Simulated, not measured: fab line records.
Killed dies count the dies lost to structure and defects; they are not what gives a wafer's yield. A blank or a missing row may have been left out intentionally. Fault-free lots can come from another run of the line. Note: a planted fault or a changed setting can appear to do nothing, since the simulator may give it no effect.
What tool caused it? + flow n5Finfet + 12 lots, 36 wafers sampled, at 4 steps of a route of 1938

WHAT THE GAUGES SHOWED, per wafer
N5_SDB_OVL_MEAS_12.
| lot  | measured    | on         | SDB_OVL (nm)  |
|------|-------------|------------|---------------|
| L761 | day 4 11:28 | overlay-01 | 0.4 0.1 0.4   |
| L762 | day 4 18:44 | overlay-02 | 1.1 0.0 1.6   |
| L763 | day 5 01:10 | overlay-01 | -0.1 -0.1 0.7 |
| L764 | day 5 07:09 | overlay-02 | -0.4 0.6 -0.8 |
| L767 | day 5 23:21 | overlay-01 | -0.8 -0.5 0.2 |
| L771 | day 7 00:08 | overlay-01 | -0.4 0.5 -0.2 |
| L772 | day 7 08:14 | overlay-01 | -0.4 0.8 -0.4 |
| L775 | day 7 23:35 | overlay-01 | 0.8 1.3 1.1   |
| L776 | day 8 06:35 | overlay-02 | 0.4 0.6 -0.2  |
| L777 | day 8 11:32 | overlay-01 | -0.6 0.9 0.7  |
| L778 | day 8 19:41 | overlay-01 | 1.0 1.3 -0.1  |
| L780 | day 9 05:43 | overlay-01 | 1.3 0.8 1.3   |

TOOL THAT RAN EACH LOT (tool first, then ch and the chambers of the sampled wafers, then the start)
| lot  | N5_ILD0_LINER_00                | N5_ILD0_ALD_15                  | N5_SDB_COAT_04                  |
|------|---------------------------------|---------------------------------|---------------------------------|
| L761 | aldSin-01 ch 0,3, day 4 04:44   | aldSin-01 ch 0,2,3, day 4 08:26 | lithoTrack-03 ch 0, day 4 11:05 |
| L762 | aldSin-02 ch 0,2,3, day 4 12:08 | aldSin-02 ch 0,1,3, day 4 15:50 | lithoTrack-04 ch 0, day 4 18:28 |
| L763 | aldSin-04 ch 0,1,3, day 4 17:20 | aldSin-04 ch 0,1, day 4 22:08   | lithoTrack-03 ch 0, day 5 00:46 |
| L764 | aldSin-04 ch 0,1,3, day 5 00:29 | aldSin-04 ch 1,2, day 5 04:13   | lithoTrack-04 ch 0, day 5 06:53 |
| L767 | aldSin-04 ch 0,1,3, day 5 16:37 | aldSin-02 ch 0,1,3, day 5 20:19 | lithoTrack-03 ch 0, day 5 22:57 |
| L771 | aldSin-04 ch 0,2, day 6 17:24   | aldSin-04 ch 0,2, day 6 21:07   | lithoTrack-04 ch 0, day 6 23:45 |
| L772 | aldSin-02 ch 0,1,2, day 7 00:49 | aldSin-02 ch 0,1, day 7 05:11   | lithoTrack-04 ch 0, day 7 07:50 |
| L775 | aldSin-02 ch 0,2,3, day 7 16:20 | aldSin-04 ch 0,1,2, day 7 20:32 | lithoTrack-03 ch 0, day 7 23:11 |
| L776 | aldSin-02 ch 2,3, day 7 23:50   | aldSin-04 ch 0,1,2, day 8 03:32 | lithoTrack-05 ch 0, day 8 06:11 |
| L777 | aldSin-01 ch 0,3, day 8 04:48   | aldSin-04 ch 1,2,3, day 8 08:30 | lithoTrack-05 ch 0, day 8 11:08 |
| L778 | aldSin-01 ch 1,2, day 8 11:59   | aldSin-02 ch 1,3, day 8 16:47   | lithoTrack-03 ch 0, day 8 19:25 |
| L780 | aldSin-01 ch 2,3, day 8 22:35   | aldSin-01 ch 0,1,3, day 9 02:41 | lithoTrack-05 ch 0, day 9 05:19 |
- N5_ILD0_LINER_00: material SiNx, target thk 4 nm, pulse time 1 s, purge time 2 s.
- N5_ILD0_ALD_15: deposits SiNx, target thk 24 nm, pulse time 1 s, ald cycles 480.
- N5_SDB_COAT_04: time 60 s, resist thk 18 nm.

AS READ BY THE TOOLS THEMSELVES (means over the sampled wafers that have a number; for cases with no such wafer, the mark the record gives instead)
N5_ILD0_LINER_00.
| lot  | tool      | heaterPowerW (W) | precursorPulseHeightRel |
|------|-----------|------------------|-------------------------|
| L761 | aldSin-01 | 839              | 1.007                   |
| L762 | aldSin-02 | 968              | 1.007                   |
| L763 | aldSin-04 | 856              | 0.996                   |
| L764 | aldSin-04 | 859              | 1.004                   |
| L767 | aldSin-04 | 834              | 1.010                   |
| L771 | aldSin-04 | 857              | 0.980                   |
| L772 | aldSin-02 | 888              | 0.997                   |
| L775 | aldSin-02 | 978              | 0.996                   |
| L776 | aldSin-02 | 1038             | 0.993                   |
| L777 | aldSin-01 | 918              | 1.014                   |
| L778 | aldSin-01 | 737              | 1.008                   |
| L780 | aldSin-01 | 874              | 1.010                   |

N5_ILD0_ALD_15.
| lot  | tool      | heaterPowerW (W) | precursorPulseHeightRel |
|------|-----------|------------------|-------------------------|
| L761 | aldSin-01 | 876              | 0.995                   |
| L762 | aldSin-02 | 877              | 1.004                   |
| L763 | aldSin-04 | 933              | 0.985                   |
| L764 | aldSin-04 | 1011             | 1.009                   |
| L767 | aldSin-02 | 869              | 1.011                   |
| L771 | aldSin-04 | 865              | 0.999                   |
| L772 | aldSin-02 | 823              | 1.000                   |
| L775 | aldSin-04 | 930              | 0.976                   |
| L776 | aldSin-04 | 948              | 1.006                   |
| L777 | aldSin-04 | 921              | 1.014                   |
| L778 | aldSin-02 | 924              | 0.998                   |
| L780 | aldSin-01 | 818              | 1.023                   |

N5_SDB_COAT_04.
| lot  | tool          | heaterPowerTotalW (W) | runLengthS (s) |
|------|---------------|-----------------------|----------------|
| L761 | lithoTrack-03 | 427.9                 | 66.53          |
| L762 | lithoTrack-04 | 427.7                 | 66.49          |
| L763 | lithoTrack-03 | 426.5                 | 66.51          |
| L764 | lithoTrack-04 | 427.7                 | 66.43          |
| L767 | lithoTrack-03 | 424.8                 | 66.64          |
| L771 | lithoTrack-04 | 460.6                 | 59.29          |
| L772 | lithoTrack-04 | 459.5                 | 59.21          |
| L775 | lithoTrack-03 | 428.2                 | 66.51          |
| L776 | lithoTrack-05 | 429.0                 | 66.43          |
| L777 | lithoTrack-05 | 427.6                 | 66.54          |
| L778 | lithoTrack-03 | 426.2                 | 66.60          |
| L780 | lithoTrack-05 | 427.2                 | 66.46          |

THE ANSWER, worked out from the rows above alone
Rule: the usual values come from the lots themselves. The widest of any qualifying gaps counts: lots, ordered by their means at a reading, are off when they make up no more than a third of the lots, leave a main group of 4 or more, and stand apart from it by 3 or more times the standard deviation of that group's means. Not used: any main group whose means are identical at the precision the tables above print for the reading. A lot without any number at a reading at which 4 lots or more have one is off too. Any other lot the step has rows for is counted as sound. First the gauges in route order, then the tools' own readings, where a lot's mean is used as printed above. The first step at which some lot is off is used, and at that step the reading that is off furthest; a lot without a number counts as furthest.
Off: L771, L772 (N5_SDB_COAT_04, runLengthS). Main group: mean 66.51 s, sd 0.065.
A tool fits if, at that step or a process step before it, it ran every lot that is off, and no sound lot after the first of them. One candidate fits, namely lithoTrack-04 at N5_SDB_COAT_04. Its last sound lot is L764 (day 5 06:53), its first lot that is off L771 (day 6 23:45): a fault that began between those two fits.
The tool's own readings at N5_SDB_COAT_04 bear it out: on the lots that are off they differ by more than 5 times the standard deviation of the sound lots' means. heaterPowerTotalW reads 460.1 W there against 427.3 W on the sound lots; runLengthS reads 59.25 s there against 66.51 s on the sound lots.

WHAT THE SIMULATOR HAD PUT IN
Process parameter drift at N5_SDB_COAT_04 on lithoTrack-04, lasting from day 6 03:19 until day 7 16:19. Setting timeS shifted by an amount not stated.
Lots struck among those shown: L771, L772. The rule above reached the same finding.
